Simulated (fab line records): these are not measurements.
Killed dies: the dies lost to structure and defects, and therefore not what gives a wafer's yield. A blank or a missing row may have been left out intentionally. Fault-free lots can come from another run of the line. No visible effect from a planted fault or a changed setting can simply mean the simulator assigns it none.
Problem report, 8D (eight disciplines) form, completed by code ; flow n5_finfet ; the parts of the form that need people (team, actions taken, sign-off) are left out

== 1. WHAT WENT WRONG ==
sort_bin_5_function at N5_PASSIVATION_PROBE_49 reads a mean of 96.2 % on 9 wafers of 3 lots; wafers without a fault read 5.2 % with a standard deviation of 0.98. That puts it +93 standard deviations away from the usual mean.
First seen on wafer L523.2, day 17 08:12, on prober-01. The record holds 27 wafers of 9 lots with a number at this step. The rule behind "out" and "out of limits": a value lying over 4 standard deviations away from the usual mean. Any other wafer with a number is counted as sound.

== 2. WHAT IT IS AND WHAT IT IS NOT ==
question;is;is not
which readings at this step;sort_bin_5_function, defect_limited_yield, killed_at_front_end, killed_dies, killed_on_rim, sort_n_pass, sort_yield_pct;killed_at_M0_to_M3, killed_at_M4_up, killed_open, killed_short, sort_bin_6_memory
which lots;L522, L523, L524;L506, L507, L510, L511, L512, L514
which wafers of those lots;all that have a number;-
read on which tools;prober-01, prober-02;-
when;from day 17 08:12;up to then (18 sound wafers)

== 3. SUSPECTS, AND WHAT RULES EACH OUT ==
Counting: a tool at a process step up to the reading stays a suspect if it ran every lot that is out and no sound lot after the first of them.
- rie_diel-03 at N5_SD_EPI_P_ETCH_36 (etches SiARC in CF4, target depth 45.5 nm, time 75.8 s): kept. Every lot that is out went through it, starting with L522 (day 7 10:19), and after that it ran no sound lot; the last sound lot it ran before then is L514 (day 5 09:58).
- epi_rpcvd-02 at N5_SD_EPI_P_EPI_21 (deposits SiGe:B, time 355 s): kept. Every lot that is out went through it, starting with L522 (day 7 12:21), and after that it ran no sound lot; the last sound lot it ran before then is L512 (day 5 02:17).
Left after counting: rie_diel-03 at N5_SD_EPI_P_ETCH_36, epi_rpcvd-02 at N5_SD_EPI_P_EPI_21.

== 4. THE CAUSE (what the simulator had put in) ==
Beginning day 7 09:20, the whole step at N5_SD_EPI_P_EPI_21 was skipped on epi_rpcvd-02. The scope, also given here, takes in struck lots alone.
This tool is one of the 2 suspects left after counting.

== 5. THE CHAIN OF EFFECTS, in route order ==
Each row: a reading whose mean over the struck wafers that have a number lies more than 3 standard deviations from the usual. Readings are gone through only where the record gives a usual standard deviation; hours: the median, over the lots, of the time from a lot's start at the first step in this table giving one to that lot's start at this step; sigmas: the change measured in usual standard deviations.
hours;step;reading;usual;on struck wafers;change;sigmas
0;N5_PASSIVATION_PROBE_49;defect_limited_yield;91.1 %;0.0;-91.1;-65
0;N5_PASSIVATION_PROBE_49;killed_at_front_end;44;1115;+1071;+89
0;N5_PASSIVATION_PROBE_49;killed_dies;104;1180;+1076;+63
0;N5_PASSIVATION_PROBE_49;killed_on_rim;14;152;+138;+35
0;N5_PASSIVATION_PROBE_49;sort_bin_5_function;5.2 %;96.2;+91.0;+93
0;N5_PASSIVATION_PROBE_49;sort_n_pass;1075;0;-1075;-63
0;N5_PASSIVATION_PROBE_49;sort_yield_pct;91.1 %;0.0;-91.1;-65
Here are the process steps it includes:
- N5_PASSIVATION_PROBE_49
Readings that are blank on the struck wafers while sound wafers have them: chamber_pressure_Torr at N5_SD_EPI_P_EPI_21.

== 6. WHAT WOULD HAVE CAUGHT IT SOONER ==
First out-of-limits reading in this record: day 17 08:12, which is 239 hours after fault onset at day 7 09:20.
At N5_SD_EPI_P_EPI_21 the tool's readings are blank on the struck wafers, where sound wafers have them: an empty tool record is the first sign, and it was there at once.
All the lots that are out (3) had begun N5_SD_EPI_P_EPI_21 on epi_rpcvd-02 by day 17 08:12. A hold on the tool at that time would have spared none of them.
